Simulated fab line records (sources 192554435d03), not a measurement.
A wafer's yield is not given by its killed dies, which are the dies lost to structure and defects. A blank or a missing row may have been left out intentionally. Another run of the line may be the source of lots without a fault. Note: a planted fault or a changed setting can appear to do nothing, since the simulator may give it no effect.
Split-lot trial | flow n5Finfet | on a route of 1938 steps: 7 lots, 39 wafers read

ON THE SPLIT
At N5_DUMMY_GATE_HM_DEP_06 (deposits SiNx from DCS/NH3, target thk 80 nm, time 5141 s), the setting timeS was moved away from the recipe's 5141 s on 36 of the 39 wafers read, by -16.8% to +59.8%. For the rest of the wafers, this setting stayed at what the recipe calls for.

Reading taken at the split's own step.

THE READING
SiNx_of_DUMMY_GATE_HM_DEP_06.thkNm (the simulator's own value, which no gauge read), in nm, at N5_DUMMY_GATE_HM_DEP_06 (deposits SiNx from DCS/NH3, target thk 80 nm, time 5141 s). There is no usual value for it anywhere in the file. Here, 3 wafers ran the recipe; their average is 79.3 nm with a standard deviation of 0.094 nm.

wafer  | tool, chamber at the split | timeS as run, s | against the recipe | SiNx_of_DUMMY_GATE_HM_DEP_06.thkNm, nm | against lot-mates on the recipe
L075.1 | -, -                       | 4275            | -16.8%             | 66.2                                   | no lot-mate on the recipe
L075.2 | -, -                       | 4275            | -16.8%             | 65.8                                   | no lot-mate on the recipe
L075.3 | -, -                       | 4275            | -16.8%             | 65.4                                   | no lot-mate on the recipe
L075.4 | -, -                       | 4275            | -16.8%             | 66.4                                   | no lot-mate on the recipe
L075.5 | -, -                       | 4275            | -16.8%             | 65.6                                   | no lot-mate on the recipe
L075.6 | -, -                       | 4275            | -16.8%             | 66                                     | no lot-mate on the recipe
L078.1 | -, -                       | 7324            | +42.5%             | 115                                    | no lot-mate on the recipe
L078.3 | -, -                       | 7324            | +42.5%             | 115                                    | no lot-mate on the recipe
L078.4 | -, -                       | 7324            | +42.5%             | 115                                    | no lot-mate on the recipe
L078.5 | -, -                       | 7324            | +42.5%             | 115                                    | no lot-mate on the recipe
L078.2 | -, -                       | 7324            | +42.5%             | 114.4                                  | no lot-mate on the recipe
L078.6 | -, -                       | 7324            | +42.5%             | 114.8                                  | no lot-mate on the recipe
L079.1 | -, -                       | 8213            | +59.8%             | 128                                    | no lot-mate on the recipe
L079.2 | -, -                       | 8213            | +59.8%             | 127.4                                  | no lot-mate on the recipe
L079.3 | -, -                       | 8213            | +59.8%             | 127.4                                  | no lot-mate on the recipe
L079.4 | -, -                       | 8213            | +59.8%             | 127.4                                  | no lot-mate on the recipe
L079.5 | -, -                       | 8213            | +59.8%             | 127.4                                  | no lot-mate on the recipe
L079.6 | -, -                       | 8213            | +59.8%             | 127.6                                  | no lot-mate on the recipe
L081.1 | lpcvd-01, 0/65,0/79        | 5141            | recipe             | 79.4                                   | -
L081.4 | lpcvd-01, 0/65,0/79        | 5141            | recipe             | 79.4                                   | -
L081.5 | lpcvd-01, 0/84             | 5141            | recipe             | 79.2                                   | -
L086.1 | -, -                       | 7651            | +48.8%             | 118.6                                  | no lot-mate on the recipe
L086.2 | -, -                       | 7651            | +48.8%             | 119.4                                  | no lot-mate on the recipe
L086.5 | -, -                       | 7651            | +48.8%             | 119.4                                  | no lot-mate on the recipe
L086.3 | -, -                       | 7651            | +48.8%             | 119.2                                  | no lot-mate on the recipe
L086.4 | -, -                       | 7651            | +48.8%             | 118.8                                  | no lot-mate on the recipe
L086.6 | -, -                       | 7651            | +48.8%             | 119.6                                  | no lot-mate on the recipe
L091.1 | -, -                       | 7351            | +43.0%             | 113.6                                  | no lot-mate on the recipe
L091.2 | -, -                       | 7351            | +43.0%             | 113.8                                  | no lot-mate on the recipe
L091.3 | -, -                       | 7351            | +43.0%             | 113.8                                  | no lot-mate on the recipe
L091.5 | -, -                       | 7351            | +43.0%             | 113.8                                  | no lot-mate on the recipe
L091.4 | -, -                       | 7351            | +43.0%             | 114                                    | no lot-mate on the recipe
L091.6 | -, -                       | 7351            | +43.0%             | 114.2                                  | no lot-mate on the recipe
L094.1 | -, -                       | 8158            | +58.7%             | 127                                    | no lot-mate on the recipe
L094.3 | -, -                       | 8158            | +58.7%             | 127                                    | no lot-mate on the recipe
L094.2 | -, -                       | 8158            | +58.7%             | 126.8                                  | no lot-mate on the recipe
L094.4 | -, -                       | 8158            | +58.7%             | 126.6                                  | no lot-mate on the recipe
L094.5 | -, -                       | 8158            | +58.7%             | 127.4                                  | no lot-mate on the recipe
L094.6 | -, -                       | 8158            | +58.7%             | 127.2                                  | no lot-mate on the recipe
The file does not say which wafer passed through which chamber wherever a row lists several chambers: such a row stands for several wafers.

FIT RESULTS
A straight line over all 39 wafers: SiNx_of_DUMMY_GATE_HM_DEP_06.thkNm changes by +0.809 nm for each +1% of timeS; r = +1.00; the points scatter about the line by 0.53 nm.
Too few moved wafers with a lot-mate on the recipe to fit a line net of each lot's own level.

THE FILE'S OWN FIT
SiNx_of_DUMMY_GATE_HM_DEP_06.thkNm changes by +0.809 nm for each +1% of timeS, r = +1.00.
